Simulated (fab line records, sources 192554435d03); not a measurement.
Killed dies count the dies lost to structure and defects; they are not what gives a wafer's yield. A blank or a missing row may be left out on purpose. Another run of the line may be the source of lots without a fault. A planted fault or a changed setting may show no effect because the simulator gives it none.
fab line records -- flow n5Finfet
[record] lots = 9, wafers = 27, lastDay = 18
route steps=1938 shown BEOL_M0@715 BEOL_M4@1111
lots untouched by any fault: they come from a run of this same line in which no faults occurred
startH: start of the lot's first displayed wafer, in hours after the record's first day -- waitH: how many hours have passed since the lot's step before this one -- " unchanged from the row above -- L1.1+2: several wafers, shown together as one row -- - no value present, or no start provided -- * or withheld: withheld -- < > ~ a bound
route shown NAME@n: names a module that has steps shown in the file, with the first one's number in the route -- usual: mean/standard deviation of fault-free wafers -- same: alike in all rows -- chamber/n: place in a boat -- sites: the reading at each site -- _std_site: how widely they spread, as a standard deviation -- _edge_site: outer sites' mean less inner sites' -- radiusMm: how far each site lies from the wafer's centre -- mask NAME#n: copy n -- behind: the most recent tool/chamber to have shaped the wafer -- hold: reason for holding the lot/hours on hold/outcome of the hold -- device: the transistor (n, p or np) that didn't switch -- end of line: the tests these same wafers got at the end of their route -- a step without rows: its recipe alone -- killed: at the first sort, the dies lost to defects and structure; wafer yield is something else -- map: a wafer's dies, x killed, . not, _ none there
set.NAME: the setting that was run; set.NAME@STEP: the one run at that earlier step -- model.NAME: the simulator's own value behind a step, which no gauge read
the route's steps for a sample of lots (tables are steps, rows are wafers)
services: a tool's chamber out of use, with start hour (startH, from the record's first day; less than 0 if before it), hours out, and reason
[[steps]]
[step N5_BEOL_M0_ETCH_138]
[recipe] chemistry = CH3F/O2, targetDepthA = 120, target = SiCN, timeS = 31.6, ionEnergyEv = 120, pressureMtorr = 30, sourceW = 395, biasW = 75, Ar_flow_sccm = 150, CH3F_flow_sccm = 30, O2_flow_sccm = 20, ends = cleared
[usual] drypumpMotorCurrentA = 6.0/0.55, etchRfOnTimeS = 29.6/0.94, oesProductAu = 0.65/0.049, rfVppV = 297.4/1.5, showerheadPlenumPTorr = 2.00/0.06, throttleValvePct = 16.38/0.26
lot.wafer,tool,chamber,startH,waitH,drypumpMotorCurrentA,etchRfOnTimeS,oesProductAu,rfHoursCounterH,rfVppV,showerheadPlenumPTorr,throttleValvePct
L125.3,rieDiel-02,2,124.99,0.0,6.1,29.2,0.68,89,298.4,2.02,16.22
L125.4,rieDiel-02,0,124.99,0.0,5.7,29.2,0.69,126,296.7,2.01,16.37
L125.6,rieDiel-02,2,124.99,0.0,6.1,30.6,0.68,-,297.0,2.02,16.24
L126.3,rieDiel-02,0,132.12,0.0,5.7,29.0,0.69,129,296.9,2.01,16.38
L126.4,rieDiel-02,1,132.12,0.0,6.7,30.1,0.72,60,299.7,2.13,16.03
L126.6,rieDiel-02,2,132.12,0.0,6.1,29.8,0.68,-,297.1,2.01,16.23
L132.1,rieDiel-05,2,167.18,0.0,6.2,30.0,0.61,193,296.9,2.00,16.69
L132.4,rieDiel-05,3,167.18,0.0,5.5,30.7,0.72,-,296.2,1.96,16.19
L132.5,rieDiel-05,2,167.18,0.0,6.2,30.0,0.62,-,296.3,2.00,16.70
L134.2,rieDiel-02,2,179.07,0.0,6.1,28.8,0.66,110,299.0,2.01,16.29
L134.4,rieDiel-02,1,179.07,0.0,6.7,29.4,0.70,79,298.7,2.12,16.06
L134.5,rieDiel-02,0,179.07,0.0,5.7,29.3,0.67,-,297.4,2.00,16.40
L138.4,rieDiel-05,0,207.51,0.0,6.4,28.1,0.70,106,297.4,2.03,16.38
L138.5,rieDiel-05,0,207.51,0.0,6.4,29.2,0.69,-,297.4,2.03,16.38
L138.6,rieDiel-05,1,207.51,0.0,6.7,30.1,0.65,-,297.4,2.03,16.06
L143.1,rieDiel-05,1,236.63,0.0,6.6,31.0,0.64,133,297.7,2.02,16.07
L143.4,rieDiel-05,1,236.63,0.0,6.7,31.3,0.64,-,298.9,2.02,16.08
L143.6,rieDiel-05,1,236.63,0.0,6.7,31.3,0.64,-,299.6,2.02,16.10
L144.1,rieDiel-06,3,244.91,0.0,5.0,29.4,0.61,197,295.8,1.91,16.03
L144.3,rieDiel-06,2,244.91,0.0,4.9,31.3,0.57,230,300.4,2.06,16.84
L144.4,rieDiel-06,0,244.91,0.0,5.7,31.4,0.58,236,295.5,1.88,16.64
L145.2,rieDiel-02,2,245.72,0.0,6.1,28.1,0.65,134,296.4,2.00,16.31
L145.4,rieDiel-02,0,245.72,0.0,5.7,29.0,0.66,171,296.9,1.99,16.42
L145.6,rieDiel-02,0,245.72,0.0,5.7,29.0,0.65,-,297.8,1.99,16.43
L146.1,rieDiel-06,1,251.48,0.0,5.5,28.4,0.59,213,294.2,1.90,16.76
L146.5,rieDiel-06,0,251.48,0.0,5.8,29.8,0.58,-,295.0,1.88,16.64
L146.6,rieDiel-06,1,251.48,0.0,5.5,30.1,0.58,-,295.6,1.90,16.74
[step N5_BEOL_M0_TRENCH_ETCH_107]
[recipe] chemistry = C4F6/O2, targetDepthA = 328, target = SiOC, timeS = 16.4, ionEnergyEv = 250, pressureMtorr = 30, sourceW = 355, biasW = 185, Ar_flow_sccm = 300, C4F6_flow_sccm = 10, O2_flow_sccm = 10
[usual] drypumpMotorCurrentA = 5.9/0.57, oesProductAu = 0.75/0.059, rfVppV = 672/12, showerheadPlenumPTorr = 2.83/0.086, throttleValvePct = 21.0/0.3
lot.wafer,tool,chamber,startH,waitH,drypumpMotorCurrentA,oesProductAu,rfHoursCounterH,rfVppV,showerheadPlenumPTorr,throttleValvePct
L125.3,rieDiel-05,3,128.44,0.0,5.4,0.87,34,675,2.80,20.8
L125.4,rieDiel-05,2,128.44,0.0,6.2,0.72,183,663,2.85,21.3
L125.6,rieDiel-05,2,128.44,0.0,6.2,0.73,-,662,2.85,21.3
L126.3,rieDiel-02,1,136.44,0.0,6.7,0.84,61,654,3.02,20.6
L126.4,rieDiel-02,0,136.44,0.0,5.7,0.80,130,690,2.86,20.9
L126.6,rieDiel-02,3,136.44,0.0,5.7,0.72,-,661,2.85,21.1
L132.1,rieDiel-05,3,167.95,0.0,5.5,0.85,44,676,2.79,20.8
L132.4,rieDiel-05,2,167.95,0.0,6.3,0.72,-,662,2.85,21.3
L132.5,rieDiel-05,3,167.95,0.0,5.4,0.86,-,677,2.79,20.8
L134.2,rieDiel-02,2,180.10,0.0,6.1,0.78,110,674,2.86,20.8
L134.4,rieDiel-02,3,180.10,0.0,5.7,0.71,203,661,2.84,21.1
L134.5,rieDiel-02,3,180.10,0.0,5.7,0.72,-,661,2.84,21.1
L138.4,rieDiel-06,0,208.12,0.0,5.8,0.68,224,646,2.68,21.0
L138.5,rieDiel-06,2,208.12,0.0,4.9,0.67,-,679,2.94,21.4
L138.6,rieDiel-06,1,208.12,0.0,5.5,0.69,-,686,2.71,21.3
L143.1,rieDiel-06,2,242.06,0.0,5.0,0.66,230,680,2.94,21.4
L143.4,rieDiel-06,1,242.06,0.0,5.5,0.70,209,687,2.71,21.3
L143.6,rieDiel-06,0,242.06,0.0,5.8,0.68,-,644,2.68,21.1
L144.1,rieDiel-05,0,247.04,0.0,6.4,0.80,120,681,2.88,21.0
L144.3,rieDiel-05,3,247.04,0.0,5.5,0.81,69,677,2.78,20.8
L144.4,rieDiel-05,2,247.04,0.0,6.3,0.70,217,663,2.84,21.3
L145.2,rieDiel-06,1,247.09,0.0,5.5,0.70,211,688,2.71,21.3
L145.4,rieDiel-06,3,247.09,0.0,5.0,0.71,198,668,2.72,20.5
L145.6,rieDiel-06,0,247.09,0.0,5.8,0.68,-,644,2.68,21.1
L146.1,rieDiel-05,1,253.06,0.0,6.7,0.74,140,677,2.88,20.6
L146.5,rieDiel-05,2,253.06,0.0,6.3,0.70,-,663,2.84,21.3
L146.6,rieDiel-05,3,253.06,0.0,5.5,0.82,-,676,2.78,20.8
[step N5_BEOL_M0_ALD_136]
[recipe] material = TaN, targetThkA = *, tempC = 275, aldPrecursorFamily = PDMAT, aldCoReactant = NH3, pressureTorr = 3, carrierFlowSccm = 1500, pulseTimeS = 2, purgeTimeS = 3, coReactantPurgeTimeS = 2, coReactantPulseTimeS = 3, aldCycles = 30, precursorVesselTempC = 75, precursorVesselPressureTorr = 26.25, precursorVesselCarrierSccm = 1000
[usual] coReactantPulseTimeS = 3/0, heaterPowerW = 409/50, susceptorTempC = 275.01/0.2
[same] aldCycles = 30
lot.wafer,tool,chamber,startH,waitH,coReactantPulseTimeS,heaterPowerW,susceptorTempC
L125.3,aldMetal-02,2,129.55,0.1,3,478,274.86
L125.4,aldMetal-02,0,129.55,0.1,3,420,274.92
L125.6,aldMetal-02,0,129.55,0.1,3,420,275.06
L126.3,aldMetal-02,0,137.81,0.1,3,408,275.00
L126.4,aldMetal-02,2,137.81,0.1,3,500,275.18
L126.6,aldMetal-02,3,137.81,0.1,3,319,274.96
L132.1,aldMetal-02,1,169.15,0.3,2.6292,430,-
L132.4,aldMetal-02,3,169.15,0.3,2.6292,323,-
L132.5,aldMetal-02,1,169.15,0.3,2.6292,460,-
L134.2,aldMetal-02,3,180.97,0.1,2.6292,317,-
L134.4,aldMetal-02,0,180.97,0.1,2.6292,414,-
L134.5,aldMetal-02,2,180.97,0.1,2.6292,484,-
L138.4,aldMetal-01,3,208.86,0.0,3,358,275.03
L138.5,aldMetal-01,2,208.86,0.0,3,431,274.77
L138.6,aldMetal-01,3,208.86,0.0,3,347,275.31
L143.1,aldMetal-01,0,242.61,0.0,3,431,274.79
L143.4,aldMetal-01,1,242.61,0.0,3,415,275.15
L143.6,aldMetal-01,1,242.61,0.0,3,411,275.01
L145.2,aldMetal-04,1,247.74,0.0,3,400,275.01
L145.4,aldMetal-04,0,247.74,0.0,3,360,274.68
L145.6,aldMetal-04,0,247.74,0.0,3,370,274.99
L144.1,aldMetal-02,3,247.85,0.2,3,322,275.06
L144.3,aldMetal-02,2,247.85,0.2,3,494,274.63
L144.4,aldMetal-02,1,247.85,0.2,3,454,274.94
L146.1,aldMetal-02,3,254.02,0.0,3,311,275.28
L146.5,aldMetal-02,2,254.02,0.0,3,479,274.99
L146.6,aldMetal-02,3,254.02,0.0,3,319,275.20
[step N5_BEOL_M0_SPUTTER_116]
[recipe] material = Cu, targetThkA = 40, tempC = -20, chamberPressurePa = 0.07, powerW = withheld, timeS = 7.37
[usual] susceptorTempC = -20.00/0.11, throttleValvePct = 30.1/1.1
lot.wafer,tool,chamber,startH,waitH,susceptorTempC,throttleValvePct
L125.3,pvdSputter-02,-,130.34,0.2,-19.95,28.3
L125.4,pvdSputter-02,-,130.34,0.2,-19.96,29.8
L125.6,pvdSputter-02,-,130.34,0.2,-20.11,31.7
L126.3,pvdSputter-01,-,138.35,0.1,-20.10,30.2
L126.4,pvdSputter-01,-,138.35,0.1,-19.79,31.7
L126.6,pvdSputter-01,-,138.35,0.1,-20.20,30.3
L132.1,pvdSputter-02,-,170.46,0.1,-20.22,30.1
L132.4,pvdSputter-02,-,170.46,0.1,-19.96,31.7
L132.5,pvdSputter-02,-,170.46,0.1,-19.81,29.7
L134.2,pvdSputter-03,-,181.85,0.1,-20.23,30.4
L134.4,pvdSputter-03,-,181.85,0.1,-19.95,30.2
L134.5,pvdSputter-03,-,181.85,0.1,-20.08,29.9
L138.4,pvdSputter-03,-,210.88,1.3,-20.00,28.7
L138.5,pvdSputter-03,-,210.88,1.3,-19.90,31.4
L138.6,pvdSputter-03,-,210.88,1.3,-19.90,28.6
L143.1,pvdSputter-02,-,243.05,0.1,-19.92,29.8
L143.4,pvdSputter-02,-,243.05,0.1,-20.09,31.9
L143.6,pvdSputter-02,-,243.05,0.1,-19.95,29.7
L145.2,pvdSputter-02,-,248.58,0.1,-19.89,28.2
L145.4,pvdSputter-02,-,248.58,0.1,-20.03,29.6
L145.6,pvdSputter-02,-,248.58,0.1,-19.98,28.1
L144.1,pvdSputter-02,-,249.02,0.6,-19.92,31.7
L144.3,pvdSputter-02,-,249.02,0.6,-20.18,30.0
L144.4,pvdSputter-02,-,249.02,0.6,-19.85,29.9
L146.1,pvdSputter-02,-,254.50,0.1,-20.16,28.2
L146.5,pvdSputter-02,-,254.50,0.1,-20.00,28.5
L146.6,pvdSputter-02,-,254.50,0.1,-19.91,30.0
[step N5_BEOL_M4_RC_MEAS_101]
[usual] DIBL_N = 36.3/2, DIBL_P = 36.3/2.4, IOFF_N = 0.16/0.034, IOFF_P = 0.21/0.035, ION_N = 672/12, ION_P = 459/6.5, SS_N = 71.6/0.67, SS_P = 73.3/0.71, VT_N = 250/3.5, VT_P = -251/3
lot.wafer,tool,chamber,startH,waitH,DIBL_N[mV/V],DIBL_P[mV/V],IOFF_N[nA/um],IOFF_P[nA/um],ION_N[uA/um],ION_P[uA/um],SS_N[mV/dec],SS_P[mV/dec],VT_N[mV],VT_P[mV]
L125.3,prober-02,0,175.68,0.3,32.6,31.7,0.10,0.15,651,456,70.0,72.0,259,-256
L125.4,prober-02,0,175.68,0.3,32.3,31.6,0.10,0.15,653,453,69.8,71.8,256,-253
L125.6,prober-02,0,175.68,0.3,32.3,31.5,0.10,0.15,664,456,70.1,72.1,257,-254
L126.3,prober-02,0,184.97,0.3,35.0,34.4,0.14,0.18,666,453,71.1,73.2,249,-254
L126.4,prober-02,0,184.97,0.3,33.2,31.5,0.10,0.13,647,440,70.8,72.8,256,-256
L126.6,prober-02,0,184.97,0.3,33.3,32.3,0.11,0.15,650,452,70.9,72.7,256,-253
L132.1,prober-02,0,242.48,0.0,36.2,34.9,0.14,0.16,668,452,71.8,73.0,253,-257
L132.4,prober-02,0,242.48,0.0,40.1,40.8,0.23,0.26,681,462,72.4,73.9,245,-251
L132.5,prober-02,0,242.48,0.0,39.7,37.9,0.20,0.21,677,453,73.6,73.3,252,-252
L134.2,prober-01,0,255.75,0.2,36.1,37.2,0.15,0.21,664,455,71.5,73.3,249,-251
L134.4,prober-01,0,255.75,0.2,35.3,36.9,0.16,0.21,692,476,71.4,73.0,247,-251
L134.5,prober-01,0,255.75,0.2,37.2,38.8,0.19,0.23,683,462,72.4,73.6,246,-249
L138.4,prober-01,0,286.85,0.5,33.0,33.7,0.12,0.18,658,457,71.0,72.3,253,-250
L138.5,prober-01,0,286.85,0.5,36.1,36.9,0.17,0.23,656,454,71.5,73.2,250,-248
L138.6,prober-01,0,286.85,0.5,35.6,36.2,0.15,0.22,669,455,71.2,73.1,250,-251
L143.1,prober-02,0,296.20,0.0,36.1,35.6,0.18,0.19,695,465,71.7,73.0,246,-253
L143.4,prober-02,0,296.20,0.0,35.3,35.6,0.17,0.19,681,459,71.2,72.9,247,-252
L143.6,prober-02,0,296.20,0.0,33.6,32.8,0.13,0.15,672,451,71.2,72.8,252,-256
L145.2,prober-02,0,313.77,0.2,36.8,36.2,0.16,0.20,676,458,71.6,74.0,251,-249
L145.4,prober-02,0,313.77,0.2,33.8,32.4,0.12,0.15,666,460,70.9,72.0,255,-256
L145.6,prober-02,0,313.77,0.2,34.3,33.0,0.13,0.16,672,459,70.7,72.4,253,-252
L144.1,prober-01,0,317.86,0.0,37.9,38.8,0.20,0.25,699,473,72.3,74.4,245,-248
L144.3,prober-01,0,317.86,0.0,37.1,37.0,0.18,0.22,679,463,71.9,73.8,246,-249
L144.4,prober-01,0,317.86,0.0,40.2,40.1,0.24,0.28,693,469,72.8,74.6,243,-250
L146.1,prober-01,0,326.38,0.0,36.8,37.1,0.19,0.22,680,459,71.8,73.0,248,-249
L146.5,prober-01,0,326.38,0.0,37.2,37.9,0.20,0.24,679,459,72.0,73.4,246,-248
L146.6,prober-01,0,326.38,0.0,36.1,36.1,0.18,0.21,684,462,72.0,72.6,245,-251
[[services]]
tool,chamber,startH,hours,kind
rieDiel-05,3,102.56,2.6,repair
pvdSputter-02,-,115.86,8.0,repair
rieDiel-06,2,122.85,3.9,repair
rieDiel-06,0,138.95,18.3,repair
rieDiel-05,-,146.10,14.6,pm
rieDiel-05,0,161.45,14.5,repair
aldMetal-02,-,170.34,8.7,pm
rieDiel-05,2,176.47,4.3,repair
aldMetal-02,3,181.73,24.7,repair
aldMetal-02,0,185.49,2.1,repair
aldMetal-04,0,188.48,10.4,repair
pvdSputter-02,-,197.53,7.5,repair
rieDiel-02,-,212.23,1.0,repair
aldMetal-01,-,223.77,0.7,repair
rieDiel-06,-,227.77,0.4,repair
rieDiel-05,3,229.94,6.9,repair
rieDiel-05,2,235.44,7.4,repair
[[key]]
[firstSign] step = N5_BEOL_M0_ALD_136, reading = coReactantPulseTimeS, direction = down, sigmas = 99+, usual = *, struck = *
effect none on later readings
metAt N5_BEOL_M0_ALD_136
struckLots L132,L134
notActingAt N5_BEOL_M0_ETCH_138,N5_BEOL_M0_TRENCH_ETCH_107,N5_BEOL_M0_SPUTTER_116
onsetBetween 137.81 169.15
[fault] kind = processParameterDrift, tool = aldMetal-02, chamber = -, onsetH = 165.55, steps = N5_BEOL_M0_ALD_136, channel = coReactantPulseTimeS, offset = *, shape = step, endH = 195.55, actsIn = *, stated = *
